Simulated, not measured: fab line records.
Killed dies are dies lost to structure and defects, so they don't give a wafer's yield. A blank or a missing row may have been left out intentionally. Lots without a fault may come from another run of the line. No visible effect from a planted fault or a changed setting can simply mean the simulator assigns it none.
Matching of chambers + flow n5_finfet + N5_BEOL_M6_ILD_DEP_00 on pecvd-04: 3 sister chambers
The step deposits SiCOH lowk from DEMS/porogen, target thk 179.75 nm, time 33.4 s. 6 wafers are shown with their chamber, then 7 later ones without.

== WAFERS WITH THEIR CHAMBER ==
| wafer  | chamber | heater_power_w (W) | throttle_valve_pct (%) |
|--------|---------|--------------------|------------------------|
| L102.5 | 1       | 316                | 14.2                   |
| L110.1 | 1       | 291                | 13.8                   |
| L115.4 | 0       | 312                | 13.9                   |
| L115.5 | 2       | 227                | 13.7                   |
| L119.1 | 0       | 265                | 14.0                   |
| L119.2 | 2       | 241                | 13.6                   |

== WAFERS WITHOUT THEIR CHAMBER ==
| wafer  | heater_power_w (W) | throttle_valve_pct (%) |
|--------|--------------------|------------------------|
| L119.3 | 307                | 13.9                   |
| L125.2 | 239                | 13.6                   |
| L125.4 | 312                | 14.1                   |
| L125.5 | 235                | 13.3                   |
| L124.1 | 239                | 13.7                   |
| L124.2 | 331                | 14.0                   |
| L124.4 | 182                | 13.5                   |

== WHICH CHAMBER EACH ONE RAN IN ==
| wafer  | from the rows above     | in truth |
|--------|-------------------------|----------|
| L119.3 | can't be placed: 1 or 0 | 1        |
| L125.2 | 2                       | 2        |
| L125.4 | can't be placed: 1 or 0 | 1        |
| L125.5 | 2                       | 2        |
| L124.1 | 2                       | 2        |
| L124.2 | can't be placed: 1 or 0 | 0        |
| L124.4 | 2                       | 2        |
Placed correctly: 4 of 7. From these rows, 3 cannot be placed; in 3 the true chamber is one of the candidates. Placed wrongly: 0.
How it was worked out, from the rows above alone: a wafer's distance from a chamber is the root of the sum, over the readings, of the square of ((its reading less the chamber's mean) divided by the reading's scatter). If the next closest chamber is less than 2 further off than the closest, the wafer can't be placed; otherwise it belongs to the closest. The mean given for a chamber averages the wafers shown for that chamber. The scatter: take each reading less its chamber's mean, square it, sum over the shown wafers, divide by the number of wafers less the number of chambers, and take the root.
